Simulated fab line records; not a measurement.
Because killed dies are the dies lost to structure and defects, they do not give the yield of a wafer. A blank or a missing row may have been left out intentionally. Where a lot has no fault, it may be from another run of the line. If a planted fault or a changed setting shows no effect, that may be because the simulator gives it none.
Matching of chambers || flow n5_finfet || 4 sister chambers for N5_SDB_CMP_30 on cmp-03
The step polishes, stops on poly-Si, t overpolish 1.54 s, target thk 30 nm. 4 wafers are shown with their chamber, then 8 later ones without.

## WAFERS PAIRED WITH THEIR CHAMBERS
{"wafer": "L085.4", "chamber": 1, "motor_current_A (A)": 11.4}
{"wafer": "L086.1", "chamber": 3, "motor_current_A (A)": 11.8}
{"wafer": "L086.4", "chamber": 0, "motor_current_A (A)": 14.7}
{"wafer": "L087.2", "chamber": 2, "motor_current_A (A)": 12.6}

## WAFERS WITHOUT THEIR CHAMBER
{"wafer": "L087.3", "motor_current_A (A)": 11.4}
{"wafer": "L087.5", "motor_current_A (A)": 11.4}
{"wafer": "L090.1", "motor_current_A (A)": 12.8}
{"wafer": "L090.5", "motor_current_A (A)": 12.9}
{"wafer": "L090.6", "motor_current_A (A)": 11.0}
{"wafer": "L091.1", "motor_current_A (A)": 12.0}
{"wafer": "L091.3", "motor_current_A (A)": 10.7}
{"wafer": "L091.6", "motor_current_A (A)": 13.7}

## EACH ONE'S CHAMBER
{"wafer": "L087.3", "from the rows above": "can't be placed: 1 or 3", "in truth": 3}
{"wafer": "L087.5", "from the rows above": "can't be placed: 1 or 3", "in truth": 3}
{"wafer": "L090.1", "from the rows above": "can't be placed: 2 or 3", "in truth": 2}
{"wafer": "L090.5", "from the rows above": "can't be placed: 2 or 3", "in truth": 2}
{"wafer": "L090.6", "from the rows above": "can't be placed: 1 or 3", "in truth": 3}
{"wafer": "L091.1", "from the rows above": "can't be placed: 3 or 1 or 2", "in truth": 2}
{"wafer": "L091.3", "from the rows above": "can't be placed: 1 or 3", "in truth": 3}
{"wafer": "L091.6", "from the rows above": "can't be placed: 0 or 2 or 3", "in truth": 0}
0 of 8 placed correctly. Unplaceable from these rows: 8, with the true chamber sitting among the candidates in 8. 0 placed wrongly.
How it was worked out, from the rows above alone: a wafer's distance from a chamber is the root of the sum, over the readings, of the square of ((its reading less the chamber's mean) divided by the reading's scatter). If the next closest chamber is less than 2 further off than the closest, the wafer can't be placed; otherwise it belongs to the closest. Each chamber's mean is taken over the wafers shown for it. The scatter: with one shown wafer a chamber, the root of the mean of the squares of how far each hidden wafer lies from its nearest shown one.
